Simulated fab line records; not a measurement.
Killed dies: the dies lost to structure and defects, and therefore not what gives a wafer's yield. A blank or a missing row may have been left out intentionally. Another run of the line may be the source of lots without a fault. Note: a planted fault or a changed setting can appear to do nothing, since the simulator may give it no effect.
Chamber matching -- flow n5Finfet -- 3 sister chambers for N5_BEOL_M0_CO_CAP_123 on cvdCo-01
The step material Co, precursor CCTBA/H2, target thk 2 nm, time 102.1 s. 3 wafers are shown with their chamber, then 12 later ones without.

WAFERS WITH THEIR CHAMBER
wafer,chamber,heaterPowerW (W)
L079.2,2,213
L091.2,0,269
L091.6,1,265

WAFERS WITHOUT THEIR CHAMBER
wafer,heaterPowerW (W)
L092.2,263
L092.4,260
L092.6,264
L094.1,262
L094.5,266
L094.6,273
L095.1,261
L095.2,270
L095.5,259
L097.3,262
L097.5,257
L097.6,262

WHICH CHAMBER EACH WENT THROUGH
wafer,from the rows above,in truth
L092.2,can't be placed: 1 or 0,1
L092.4,can't be placed: 1 or 0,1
L092.6,can't be placed: 1 or 0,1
L094.1,can't be placed: 1 or 0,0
L094.5,can't be placed: 1 or 0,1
L094.6,can't be placed: 0 or 1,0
L095.1,can't be placed: 1 or 0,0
L095.2,can't be placed: 0 or 1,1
L095.5,can't be placed: 1 or 0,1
L097.3,can't be placed: 1 or 0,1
L097.5,can't be placed: 1 or 0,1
L097.6,can't be placed: 1 or 0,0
Correct placement for 0 of the 12. From these rows, 12 cannot be placed; in 12 the true chamber is one of the candidates. Number placed wrongly: 0.
How it was worked out, from the rows above alone: a wafer's distance from a chamber is the root of the sum, over the readings, of the square of ((its reading less the chamber's mean) divided by the reading's scatter). The wafer belongs to the nearest chamber; if the next one is less than 2 further off, it can't be placed. The mean given for a chamber averages the wafers shown for that chamber. The scatter: with one shown wafer a chamber, the root of the mean of the squares of how far each hidden wafer lies from its nearest shown one.
